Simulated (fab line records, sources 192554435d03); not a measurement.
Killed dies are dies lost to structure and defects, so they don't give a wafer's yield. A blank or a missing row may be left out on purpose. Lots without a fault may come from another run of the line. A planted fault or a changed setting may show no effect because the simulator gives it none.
Chamber matching | flow n5_finfet | N5_SDB_DESCUM_16 on rie_diel-06: 4 sister chambers
The step chemistry O2, time 7.9 s. 8 wafers are shown with their chamber, then 8 later ones without.

WAFERS WITH THEIR CHAMBER
wafer  | chamber | drypump_motor_current_A (A) | throttle_valve_pct (%)
L080.5 | 1       | 5.5                         | 20.29
L084.2 | 1       | 5.5                         | 20.29
L084.3 | 0       | 6.5                         | 20.51
L084.5 | 2       | 5.3                         | 20.59
L085.2 | 3       | 5.5                         | 20.45
L085.3 | 0       | 6.5                         | 20.50
L085.4 | 2       | 5.4                         | 20.62
L086.1 | 3       | 5.5                         | 20.45

WAFERS WITHOUT THEIR CHAMBER
wafer  | drypump_motor_current_A (A) | throttle_valve_pct (%)
L086.5 | 5.5                         | 20.45
L086.6 | 6.5                         | 20.50
L091.1 | 5.5                         | 20.46
L091.2 | 6.5                         | 20.52
L091.3 | 5.5                         | 19.89
L094.1 | 5.4                         | 19.87
L094.5 | 5.5                         | 20.46
L094.6 | 5.5                         | 19.87

WHICH CHAMBER EACH WENT THROUGH
wafer  | from the rows above | in truth
L086.5 | 3                   | 3
L086.6 | 0                   | 0
L091.1 | 3                   | 3
L091.2 | 0                   | 0
L091.3 | 1                   | 1
L094.1 | 1                   | 1
L094.5 | 3                   | 3
L094.6 | 1                   | 1
Placed correctly: 8 of 8. Can't be placed from these rows: 0. Placed wrongly: 0.
How it was worked out, from the rows above alone: a wafer's distance from a chamber is the root of the sum, over the readings, of the square of ((its reading less the chamber's mean) divided by the reading's scatter). The wafer belongs to the nearest chamber; if the next one is less than 2 further off, it can't be placed. A chamber's mean is the mean of its shown wafers. The scatter: the root of (the sum of the squares of (reading less its chamber's mean) over the shown wafers, divided by (wafers less chambers)).
